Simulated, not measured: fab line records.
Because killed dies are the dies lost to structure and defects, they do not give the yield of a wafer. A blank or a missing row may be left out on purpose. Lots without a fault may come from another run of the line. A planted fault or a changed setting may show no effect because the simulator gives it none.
Struck lot and sound lot, side by side + flow nand harc + 14 out of 1302 route steps
Sound: wafers L612.1, L612.3, L612.4. Wafers L622.1, L622.3, L622.6 were the ones struck. At the end, the cause is stated.
At each step with rows: each side's tool, then ch and its chambers, then its first start. Under that, the readings that differ: sound wafers + struck wafers + difference of the means + sigmas: that difference in standard deviations of wafers without a fault.
alike: readings with means less than 2 such deviations apart, plus words and numbers identical on both sides. not compared: withheld readings, readings lacking a value on some wafer, bounds such as >300 that could conceal the same value, and numbers that have no deviation in the record and whose values overlap.
The two part at a step that has a row with sigmas, a row that says differs or no value, or rows on one side only. Numbers that have no deviation but don't overlap get no sigmas and don't part them. A reading that every wafer of one side lacks parts them only if that side has two wafers or more.

first, 3 steps without rows for these wafers: NHARC_A_BLC_DESCUM_15 (chemistry O2, time 3 s); NHARC_A_BLC_ETCH_16 (etches the open film in CF4, target depth 39 nm, time 65 s); NHARC_A_BLC_ETCH_17 (etches the open film in N2/H2, target depth 390 nm, time 609.38 s).
NHARC_A_BLC_ETCH_18: etches the open film in C4F8/O2/Ar, target depth 910 nm.
  sound: rie diel-09 ch 1,2,3; struck: rie diel-09 ch 1,2,3
  alike: oes product au, rf vpp V
  not compared: rf hours counter h
NHARC_A_BLC_CD_MEAS_19:
  sound on cd sem-03, day 26 13:46; struck on cd sem-03, day 30 23:32
  alike: cd nm
NHARC_A_BLC_STRIP_29: strips in CF4.
  sound on rie diel-13 ch 0,2,3, day 26 13:50; struck on rie diel-13 ch 0,1,2, day 30 23:37
  alike: drypump motor current A, oes product au, rf vpp V, showerhead plenum p Torr, throttle valve pct
  not compared: rf hours counter h
NHARC_A_BLC_STRIP_21: strips in O2.
  sound on rie diel-13 ch 0,1,3, day 26 13:56; struck on rie diel-13 ch 0,1,3, day 30 23:44
  alike: drypump motor current A, oes product au, rf vpp V, showerhead plenum p Torr, throttle valve pct
  not compared: rf hours counter h
then, 3 steps without rows for these wafers: NHARC_A_BLC_STRIP_22 (strips in post etch residue remover, time 600 s); NHARC_A_BLC_DEGAS_30 (time 60 s); NHARC_A_BLC_PRE_CLEAN_31 (time 15 s).
NHARC_A_BLC_PVD_32: deposits Ti, target thk 5 nm, time 17.7 s.
  sound on pvd sputter-02; struck on pvd sputter-01
  alike: chamber pressure pa, substrate temp c, throttle valve pct
NHARC_A_BLC_ALD_23: deposits TiN, target thk 3 nm, pulse time 1 s, ald cycles 150.
  sound on ald metal-01 ch 1,2, day 26 14:36; struck on ald metal-03 ch 1,2, day 31 00:22
  alike: heater power w, precursor pulse height rel
NHARC_A_BLC_CVD_24: deposits W, target thk 150 nm, time 434 s.
  sound on cvd w-01 ch 0,1, day 26 14:50; struck on cvd w-01 ch 0,1, day 31 01:20
  alike: heater power w, throttle valve pct
NHARC_A_BLC_CMP_25: polishes, t overpolish 30 s, target thk 150 nm.
  sound on cmp-02 ch 1,2,3, day 26 15:22; struck on cmp-01 ch 1,2,3, day 31 01:55
| reading                | sound          | struck         | difference | sigmas |
|------------------------|----------------|----------------|------------|--------|
| time to endpoint s (s) | 28.7 31.2 27.9 | 59.2 56.6 59.1 | +29.0      | +12    |
  alike: motor current A, overpolish run s

WHERE THEY PART
NHARC_A_BLC_CMP_25 only, going by this record.

WHY: what the simulator had put in
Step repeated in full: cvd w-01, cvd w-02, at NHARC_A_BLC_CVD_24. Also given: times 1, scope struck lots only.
